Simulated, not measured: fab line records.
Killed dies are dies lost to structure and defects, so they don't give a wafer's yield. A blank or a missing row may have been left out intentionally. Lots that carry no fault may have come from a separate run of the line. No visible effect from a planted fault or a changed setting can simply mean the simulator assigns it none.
Which tool did it?	flow n5 finfet	9 lots with 27 wafers sampled at 5 steps, on a route of 1938 steps

WHAT EACH GAUGE READ, for each wafer
N5_BEOL_M4_RC_MEAS_101. Usual: DIBL_N 36.4 mV/V, standard deviation 2.7; DIBL_P 36 mV/V, standard deviation 3.2; IOFF_N 0.16 nA/um, standard deviation 0.046; IOFF_P 0.21 nA/um, standard deviation 0.055; ION_N 677 uA/um, standard deviation 15; ION_P 464 uA/um, standard deviation 11; SS_N 71.5 mV/dec, standard deviation 0.79; SS_P 73.3 mV/dec, standard deviation 0.93; VT_N 250 mV, standard deviation 4.1; VT_P -251 mV, standard deviation 4.4.
lot	measured	on	DIBL_N (mV/V)	DIBL_P (mV/V)	IOFF_N (nA/um)	IOFF_P (nA/um)	ION_N (uA/um)	ION_P (uA/um)	SS_N (mV/dec)	SS_P (mV/dec)	VT_N (mV)	VT_P (mV)	flag
L285	day 7 22:32	prober-02	37.0 43.5 39.5	35 44 38	0.16 0.32 0.22	0.21 0.42 0.29	680 733 692	467 500 479	71.0 72.7 71.5	73.8 76.2 73.5	249 242 244	-249 -240 -245	
L286	day 9 09:14	prober-02	36.1 37.3 37.3	36 37 38	0.15 0.18 0.18	0.20 0.23 0.24	674 681 689	469 471 474	70.7 71.8 71.7	72.6 74.1 73.8	250 247 246	-248 -250 -248	
L287	day 8 21:05	prober-01	38.3 37.2 35.4	40 38 36	0.22 0.19 0.16	0.36 0.28 0.26	695 691 682	487 478 481	72.9 72.2 72.0	73.0 73.6 73.0	242 245 248	-239 -242 -243	
L289	day 10 00:55	prober-02	32.8 35.5 34.9	32 35 34	0.11 0.15 0.14	0.14 0.19 0.16	648 673 696	457 457 462	70.1 70.9 72.1	72.0 72.6 73.0	253 249 250	-255 -253 -255	
L291	day 10 16:34	prober-01	32.3 36.5 33.2	32 38 33	0.10 0.17 0.11	0.15 0.23 0.16	669 687 665	465 472 458	70.9 71.7 70.6	71.4 72.6 71.4	255 248 251	-253 -250 -252	
L292	day 10 14:48	prober-02	38.0 36.2 37.5	36 36 36	0.17 0.13 0.17	0.23 0.22 0.21	672 671 683	461 461 460	72.2 71.8 72.0	73.8 72.7 73.7	249 255 249	-250 -250 -252	
L295	day 11 11:39	prober-01	35.7 35.9	35 37	0.15 0.18	0.22 0.26	678 695	470 484	71.1 71.2	72.9 72.8	249 246	-248 -249	
L305	day 14 04:37	prober-02	36.8 37.1 37.0	37 38 38	0.19 0.20 0.17	0.23 0.23 0.23	697 694 673	475 466 466	71.2 71.2 71.6	72.9 73.8 74.1	246 246 247	-248 -253 -251	
L306	day 14 07:22	prober-02	40.0 36.7 41.0	38 34 40	0.21 0.14 0.23	0.22 0.16 0.25	677 659 689	457 448 467	72.4 71.2 72.3	73.5 72.5 74.2	249 253 247	-253 -257 -252	

TOOL THAT RAN EACH LOT (tool first, then ch and the chambers of the sampled wafers, then the start)
lot	N5_HKMG_FIN_ETCH_86	N5_HKMG_FIN_STRIP_88	N5_HKMG_FIN_STRIP_90	N5_HKMG_FIN_STRIP_69
L285	rie diel-06 ch 0,2,3, day 4 13:30	plasma asher-01 ch 0, day 4 13:45	rie diel-06 ch 0,1,3, day 4 14:38	plasma asher-02 ch 0,1, day 4 14:56
L286	rie diel-06 ch 0,3, day 4 14:19	plasma asher-01 ch 0,1, day 4 14:41	rie diel-06 ch 0,1,2, day 4 15:28	plasma asher-01 ch 0,1, day 4 15:53
L287	rie diel-01 ch 0,3, day 4 22:02	plasma asher-02 ch 0,1, day 4 22:25	rie diel-01 ch 0,1,2, day 4 23:10	plasma asher-02 ch 0,1, day 4 23:35
L289	rie diel-06 ch 2,3, day 5 19:46	plasma asher-02 ch 0,1, day 5 20:01	rie diel-01 ch 1,2, day 5 21:09	plasma asher-02 ch 0,1, day 5 21:28
L291	rie diel-04 ch 1,2, day 6 03:43	plasma asher-01 ch 0,1, day 6 03:58	rie diel-01 ch 0,2,3, day 6 04:51	plasma asher-01 ch 0,1, day 6 05:08
L292	rie diel-04 ch 0,1,2, day 6 04:01	plasma asher-02 ch 0,1, day 6 04:16	rie diel-04 ch 1,2, day 6 05:09	plasma asher-02 ch 0,1, day 6 05:29
L295	rie diel-06 ch 0,2,3, day 7 00:22	plasma asher-02 ch 0,1, day 7 00:40	rie diel-06 ch 0,1, day 7 01:38	plasma asher-02 ch 0,1, day 7 01:55
L305	rie diel-04 ch 0,2,3, day 9 16:21	plasma asher-01 ch 0,1, day 9 16:37	rie diel-06 ch 0,1,3, day 9 17:32	plasma asher-01 ch 0,1, day 9 17:50
L306	rie diel-06 ch 1,2,3, day 9 16:52	plasma asher-02 ch 0,1, day 9 17:14	rie diel-06 ch 2,3, day 9 18:01	plasma asher-01 ch 0,1, day 9 18:32
- N5_HKMG_FIN_ETCH_86: etches SOC in N2/H2, stops on TiN, target depth 393.2 nm.
- N5_HKMG_FIN_STRIP_88: strips in N2/H2, time 360 s.
- N5_HKMG_FIN_STRIP_90: strips SOC in N2/H2, time 20 s.
- N5_HKMG_FIN_STRIP_69: strips in N2/H2, time 360 s.

AS READ BY THE TOOLS THEMSELVES (means over the sampled wafers that have a number; for cases with no such wafer, the mark the record gives instead)
N5_HKMG_FIN_ETCH_86. Usual: chamber pressure mTorr 29.999 mTorr, standard deviation 0.026; drypump motor current A 5.6 A, standard deviation 0.46; n2 flow sccm 200.0 sccm, standard deviation 0.61; oes product au 0.80 a.u., standard deviation 0.084; rf fwd power W 844.5 W, standard deviation 2.8; rf vpp V 240.8 V, standard deviation 1.4; showerhead plenum p Torr 2.56 Torr, standard deviation 0.087; throttle valve pct 17.73 %, standard deviation 0.22.
lot	tool	chamber pressure mTorr (mTorr)	drypump motor current A (A)	n2 flow sccm (sccm)	oes product au (a.u.)	rf fwd power W (W)	rf vpp V (V)	showerhead plenum p Torr (Torr)	throttle valve pct (%)	flag
L285	rie diel-06	29.990	5.3	199.5	0.85	845.4	241.6	2.58	17.59	
L286	rie diel-06	29.982	5.1	200.0	0.86	843.7	240.4	2.55	17.65	
L287	rie diel-01	30.009	5.5	199.6	0.81	844.6	242.3	2.64	17.88	
L289	rie diel-06	29.993	5.3	200.4	0.89	845.5	240.0	2.52	17.71	
L291	rie diel-04	29.994	5.9	200.2	0.71	845.5	240.6	2.57	17.77	
L292	rie diel-04	29.997	5.9	200.2	0.73	841.8	239.8	2.54	17.77	
L295	rie diel-06	30.015	5.4	200.2	0.82	912.4	235.4	2.57	17.64	OFF
L305	rie diel-04	29.971	5.7	199.8	0.76	844.9	239.6	2.48	17.68	
L306	rie diel-06	29.985	5.7	199.8	0.84	842.4	239.9	2.59	17.70	

N5_HKMG_FIN_STRIP_88. Usual: drypump motor current A 5.4 A, standard deviation 0.35; heater power w 470 W, standard deviation 56; n2 flow sccm 1750 sccm, standard deviation 5.3.
lot	tool	drypump motor current A (A)	heater power w (W)	n2 flow sccm (sccm)	flag
L285	plasma asher-01	5.6	548	1745	
L286	plasma asher-01	5.5	520	1750	
L287	plasma asher-02	5.2	409	1757	
L289	plasma asher-02	5.2	418	1753	
L291	plasma asher-01	5.6	537	1749	
L292	plasma asher-02	5.5	414	1748	
L295	plasma asher-02	5.2	419	1748	
L305	plasma asher-01	5.5	519	1757	
L306	plasma asher-02	5.2	417	1751	

N5_HKMG_FIN_STRIP_90. Usual: chamber pressure mTorr 50.00 mTorr, standard deviation 0.047; drypump motor current A 5.6 A, standard deviation 0.44; n2 flow sccm 300.1 sccm, standard deviation 0.85; oes product au 0.81 a.u., standard deviation 0.09; rf vpp V 54.4 V, standard deviation 0.84; showerhead plenum p Torr 3.37 Torr, standard deviation 0.11; throttle valve pct 19.0 %, standard deviation 0.46.
lot	tool	chamber pressure mTorr (mTorr)	drypump motor current A (A)	n2 flow sccm (sccm)	oes product au (a.u.)	rf vpp V (V)	showerhead plenum p Torr (Torr)	throttle valve pct (%)	flag
L285	rie diel-06	50.00	5.5	300.0	0.81	54.2	3.32	18.9	
L286	rie diel-06	50.00	5.8	300.2	0.81	54.1	3.36	18.8	
L287	rie diel-01	49.98	5.4	300.0	0.84	54.2	3.38	19.0	
L289	rie diel-01	50.02	5.5	300.4	0.84	54.4	3.28	18.8	
L291	rie diel-01	49.96	5.7	299.7	0.82	53.8	3.39	19.2	
L292	rie diel-04	50.00	6.0	300.0	0.71	55.2	3.39	19.1	
L295	rie diel-06	50.00	5.6	300.8	0.80	54.1	3.51	18.6	
L305	rie diel-06	49.98	5.5	300.2	0.82	54.5	3.43	18.9	
L306	rie diel-06	49.99	5.6	299.7	0.86	54.2	3.36	19.1	

N5_HKMG_FIN_STRIP_69. Usual: drypump motor current A 5.5 A, standard deviation 0.31; heater power w 484 W, standard deviation 55; n2 flow sccm 1750 sccm, standard deviation 5.5.
lot	tool	drypump motor current A (A)	heater power w (W)	n2 flow sccm (sccm)	flag
L285	plasma asher-02	5.5	421	1748	
L286	plasma asher-01	5.6	528	1755	
L287	plasma asher-02	5.5	415	1750	
L289	plasma asher-02	5.2	421	1756	
L291	plasma asher-01	5.5	521	1754	
L292	plasma asher-02	5.5	423	1747	
L295	plasma asher-02	5.2	413	1752	
L305	plasma asher-01	5.6	534	1750	
L306	plasma asher-01	5.6	533	1747	

THE ANSWER, worked out from the rows above alone
Rule: take the mean of a lot's wafers that have a number; if it is more than 3 standard deviations from the usual mean, the lot is off. Also off: a lot with no number at a reading for which 4 or more lots have one. Where the step has rows for the other lots, those lots are counted as sound. Order of review: gauges by route order, followed by the tools' own readings, for which a lot's mean as printed above is used. The first step at which some lot is off is used, and at that step the reading that is off furthest; a lot without a number counts as furthest.
Off: L295 (N5_HKMG_FIN_ETCH_86, rf fwd power W).
If a tool, at that step or one of the process steps before it, ran each lot that is off and ran no sound lot following the first of them, it fits. Of those tried, none fits.

WHAT THE SIMULATOR HAD INSERTED
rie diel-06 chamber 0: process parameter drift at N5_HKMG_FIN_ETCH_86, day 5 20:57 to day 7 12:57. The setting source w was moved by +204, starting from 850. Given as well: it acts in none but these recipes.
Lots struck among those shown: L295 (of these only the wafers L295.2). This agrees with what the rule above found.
